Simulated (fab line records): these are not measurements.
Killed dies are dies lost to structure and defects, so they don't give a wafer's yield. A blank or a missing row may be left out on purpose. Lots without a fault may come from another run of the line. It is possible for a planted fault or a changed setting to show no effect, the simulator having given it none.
A lot that was struck, set against a sound lot    flow nandHarc    15 steps out of a route of 1302
Sound: these wafers, L875.2, L875.3, L875.4. Struck: wafers L877.2, L877.6. (L877.4 of the same lot was not struck and is left out.) The cause comes at the end.
Per side, at each step with rows, come the tool, then ch with its chambers, and then its first start. Under that, the readings that differ: sound wafers    struck wafers    difference of the means    sigmas: that difference in standard deviations of wafers without a fault.
alike: words and numbers the same on both sides, and readings whose means are apart by under 2 such deviations; not compared: readings that were withheld, readings missing a value for some wafer, numbers with overlapping values and no deviation given by the record, and bounds like >300 which may hide the same value.
Wherever a step has rows on one side only, a row that says differs or no value, or a row with sigmas, the two part there. When numbers do not overlap yet have no deviation, they are printed without sigmas and do not part them. A reading missing from all wafers of one side parts the sides only when that side holds two or more wafers.

NHARC_A_CHANNEL_HOLE_D2_XSEM_32:
  sound on xsem-01 ch 0, day 14 16:13; struck on xsem-02 ch 0, day 19 02:02
reading       sound           struck     difference  sigmas
botCdNm (nm)  77.9 75.5 77.2  74.4 73.4  -3.0        -2
  alike: bowNm, tiltDeg
NHARC_A_CHANNEL_HOLE_D2_INSPECT_40:
  sound: defectInspect-02 at day 14 16:19; struck: defectInspect-02 at day 19 02:07
  alike: rawDefectCount
then, 2 steps without rows for these wafers: NHARC_A_CHANNEL_FILL_D2_PRECLEAN_00 (cleans in SC1); NHARC_A_CHANNEL_FILL_D2_SRD_01.
NHARC_A_CHANNEL_FILL_D2_ALD_02: deposits SiO2, target thk 6 nm, pulse time 10 s, ald cycles 60.
  sound on aldHk-04 ch 0,2,3, day 14 16:35; struck on aldHk-02 ch 0,3, day 19 02:19
  alike: heaterPowerW, precursorPulseHeightRel
NHARC_A_CHANNEL_FILL_D2_ALD_03: deposits SiNx, target thk 6 nm, pulse time 60 s, ald cycles 58.
  sound on aldSinBatch-01 ch 0; struck on aldSinBatch-02 ch 0
  alike: precursorPulseHeightRel
then, 2 steps without rows for these wafers: NHARC_A_CHANNEL_FILL_D2_ALD_14 (deposits SiO2, target thk 2.5 nm, pulse time 10 s, ald cycles 25); NHARC_A_CHANNEL_FILL_D2_ALD_15 (deposits SiNx, target thk 2 nm, pulse time 60 s, ald cycles 19).
NHARC_A_CHANNEL_FILL_D2_ALD_16: deposits SiO2, target thk 1.5 nm, pulse time 10 s, ald cycles 15.
  sound on aldHk-01 ch 1,2,3, day 15 04:38; struck on aldHk-04 ch 2,3, day 19 15:50
  alike: heaterPowerW, precursorPulseHeightRel
then, 3 steps without rows for these wafers: NHARC_A_CHANNEL_FILL_D2_ANNEAL_17 (time 1800 s); NHARC_A_CHANNEL_FILL_D2_CVD_18 (deposits poly-Si, target thk 3 nm); NHARC_A_CHANNEL_FILL_D2_ETCHBACK_19 (etches the open film in HBr/Cl2, target depth 5 nm, time 1.7 s).
NHARC_A_CHANNEL_FILL_D2_ETCHBACK_20: etches the open film in C4F8/O2/Ar, target depth 27 nm, time 13.5 s.
  sound on rieDiel-04 ch 1,2,3, day 15 16:53; struck on rieDiel-07 ch 3, day 20 03:43
reading         sound           struck     difference  sigmas
runLengthS (s)  35.2 34.3 34.4  31.0 31.1  -3.6        -9
  alike: oesProductAu, rfVppV
  not compared: rfHoursCounterH
NHARC_A_CHANNEL_FILL_D2_STRIP_28: strips in O2, time 20 s.
  sound on rieDiel-04 ch 0,2,3, day 15 16:59; struck on rieDiel-07 ch 1,3, day 20 03:52
  alike: drypumpMotorCurrentA, o2FlowSccm, oesProductAu, rfVppV, showerheadPlenumPTorr, throttleValvePct
  not compared: rfHoursCounterH
-- break in the record here, with 11 days between the starts of the struck wafers on either side (left off in module A_CHANNEL_FILL_D2, picked up again in module END, where the first step shown is number 1302 on the route) --
NHARC_END_SORT_01:
  the record has rows for the struck wafers here (prober-02 ch 0, day 31 01:09) and none for the sound ones

## WHERE THEY PART
Earliest at NHARC_A_CHANNEL_HOLE_D2_XSEM_32; latest, in this record, at NHARC_END_SORT_01.

WHY: the cause the simulator had injected
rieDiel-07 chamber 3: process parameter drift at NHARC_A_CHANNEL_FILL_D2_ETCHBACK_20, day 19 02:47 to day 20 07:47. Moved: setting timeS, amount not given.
